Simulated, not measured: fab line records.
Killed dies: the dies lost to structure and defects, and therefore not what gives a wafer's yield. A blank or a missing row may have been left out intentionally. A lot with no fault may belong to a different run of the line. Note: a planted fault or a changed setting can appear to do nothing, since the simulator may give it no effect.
Matching of chambers || flow n5-finfet || N5_BEOL_M3_STRIP_19 on rie-diel-01 has 3 sister chambers
The step strips in O2. 20 wafers are shown with their chamber, then 6 later ones without.

== EACH WAFER AND ITS CHAMBER ==
{"wafer": "L074.1", "chamber": 3, "showerhead-plenum-p-Torr (Torr)": 2.16, "throttle-valve-pct (%)": 16.59, "oes-product-au (a.u.)": 0.72}
{"wafer": "L074.3", "chamber": 0, "showerhead-plenum-p-Torr (Torr)": 2.23, "throttle-valve-pct (%)": 16.63, "oes-product-au (a.u.)": 0.85}
{"wafer": "L074.6", "chamber": 0, "showerhead-plenum-p-Torr (Torr)": 2.23, "throttle-valve-pct (%)": 16.64, "oes-product-au (a.u.)": 0.85}
{"wafer": "L077.2", "chamber": 3, "showerhead-plenum-p-Torr (Torr)": 2.16, "throttle-valve-pct (%)": 16.61, "oes-product-au (a.u.)": 0.70}
{"wafer": "L077.3", "chamber": 2, "showerhead-plenum-p-Torr (Torr)": 2.09, "throttle-valve-pct (%)": 16.85, "oes-product-au (a.u.)": 0.71}
{"wafer": "L077.5", "chamber": 3, "showerhead-plenum-p-Torr (Torr)": 2.16, "throttle-valve-pct (%)": 16.62, "oes-product-au (a.u.)": 0.70}
{"wafer": "L078.1", "chamber": 2, "showerhead-plenum-p-Torr (Torr)": 2.09, "throttle-valve-pct (%)": 16.86, "oes-product-au (a.u.)": 0.70}
{"wafer": "L078.2", "chamber": 0, "showerhead-plenum-p-Torr (Torr)": 2.22, "throttle-valve-pct (%)": 16.65, "oes-product-au (a.u.)": 0.82}
{"wafer": "L078.5", "chamber": 3, "showerhead-plenum-p-Torr (Torr)": 2.16, "throttle-valve-pct (%)": 16.61, "oes-product-au (a.u.)": 0.70}
{"wafer": "L082.1", "chamber": 2, "showerhead-plenum-p-Torr (Torr)": 2.09, "throttle-valve-pct (%)": 16.86, "oes-product-au (a.u.)": 0.71}
{"wafer": "L082.2", "chamber": 3, "showerhead-plenum-p-Torr (Torr)": 2.16, "throttle-valve-pct (%)": 16.61, "oes-product-au (a.u.)": 0.70}
{"wafer": "L082.5", "chamber": 2, "showerhead-plenum-p-Torr (Torr)": 2.09, "throttle-valve-pct (%)": 16.87, "oes-product-au (a.u.)": 0.71}
{"wafer": "L083.2", "chamber": 3, "showerhead-plenum-p-Torr (Torr)": 2.16, "throttle-valve-pct (%)": 16.61, "oes-product-au (a.u.)": 0.70}
{"wafer": "L083.3", "chamber": 0, "showerhead-plenum-p-Torr (Torr)": 2.22, "throttle-valve-pct (%)": 16.65, "oes-product-au (a.u.)": 0.82}
{"wafer": "L083.4", "chamber": 2, "showerhead-plenum-p-Torr (Torr)": 2.09, "throttle-valve-pct (%)": 16.86, "oes-product-au (a.u.)": 0.71}
{"wafer": "L085.1", "chamber": 3, "showerhead-plenum-p-Torr (Torr)": 2.15, "throttle-valve-pct (%)": 16.64, "oes-product-au (a.u.)": 0.69}
{"wafer": "L085.2", "chamber": 0, "showerhead-plenum-p-Torr (Torr)": 2.22, "throttle-valve-pct (%)": 16.66, "oes-product-au (a.u.)": 0.81}
{"wafer": "L085.3", "chamber": 2, "showerhead-plenum-p-Torr (Torr)": 2.09, "throttle-valve-pct (%)": 16.86, "oes-product-au (a.u.)": 0.70}
{"wafer": "L088.2", "chamber": 2, "showerhead-plenum-p-Torr (Torr)": 2.08, "throttle-valve-pct (%)": 16.90, "oes-product-au (a.u.)": 0.70}
{"wafer": "L088.3", "chamber": 3, "showerhead-plenum-p-Torr (Torr)": 2.15, "throttle-valve-pct (%)": 16.63, "oes-product-au (a.u.)": 0.70}

SIGNATURES, as means of the wafers listed above
{"reading": "showerhead-plenum-p-Torr", "chamber 0": 2.2240, "chamber 2": 2.0886, "chamber 3": 2.1575, "scatter within a chamber": 0.00457}
{"reading": "throttle-valve-pct", "chamber 0": 16.6460, "chamber 2": 16.8657, "chamber 3": 16.6150, "scatter within a chamber": 0.0147}
{"reading": "oes-product-au", "chamber 0": 0.8300, "chamber 2": 0.7057, "chamber 3": 0.7012, "scatter within a chamber": 0.011}
Rule: for a wafer and a chamber, the distance is found by dividing, reading by reading, the gap between the wafer's reading and the chamber's mean by the reading's scatter, squaring, summing and taking the root. The wafer belongs to the nearest chamber; if the next one is less than 2 further off, it can't be placed. The scatter: take each reading less its chamber's mean, square it, sum over the shown wafers, divide by the number of wafers less the number of chambers, and take the root.

== WAFERS MISSING THEIR CHAMBER ==
{"wafer": "L093.5", "showerhead-plenum-p-Torr (Torr)": 2.15, "throttle-valve-pct (%)": 16.66, "oes-product-au (a.u.)": 0.68}
{"wafer": "L093.6", "showerhead-plenum-p-Torr (Torr)": 2.21, "throttle-valve-pct (%)": 16.71, "oes-product-au (a.u.)": 0.80}
{"wafer": "L095.1", "showerhead-plenum-p-Torr (Torr)": 2.08, "throttle-valve-pct (%)": 16.89, "oes-product-au (a.u.)": 0.69}
{"wafer": "L095.6", "showerhead-plenum-p-Torr (Torr)": 2.08, "throttle-valve-pct (%)": 16.90, "oes-product-au (a.u.)": 0.68}
{"wafer": "L097.1", "showerhead-plenum-p-Torr (Torr)": 2.21, "throttle-valve-pct (%)": 16.70, "oes-product-au (a.u.)": 0.80}
{"wafer": "L097.5", "showerhead-plenum-p-Torr (Torr)": 2.08, "throttle-valve-pct (%)": 16.90, "oes-product-au (a.u.)": 0.68}

== WHICH CHAMBER EACH WENT THROUGH ==
{"wafer": "L093.5", "from the rows above": 3, "in truth": 3}
{"wafer": "L093.6", "from the rows above": 0, "in truth": 0}
{"wafer": "L095.1", "from the rows above": 2, "in truth": 2}
{"wafer": "L095.6", "from the rows above": 2, "in truth": 2}
{"wafer": "L097.1", "from the rows above": 0, "in truth": 0}
{"wafer": "L097.5", "from the rows above": 2, "in truth": 2}
Placed correctly: 6 of 6. Number that these rows cannot place: 0. Wrongly placed: 0.
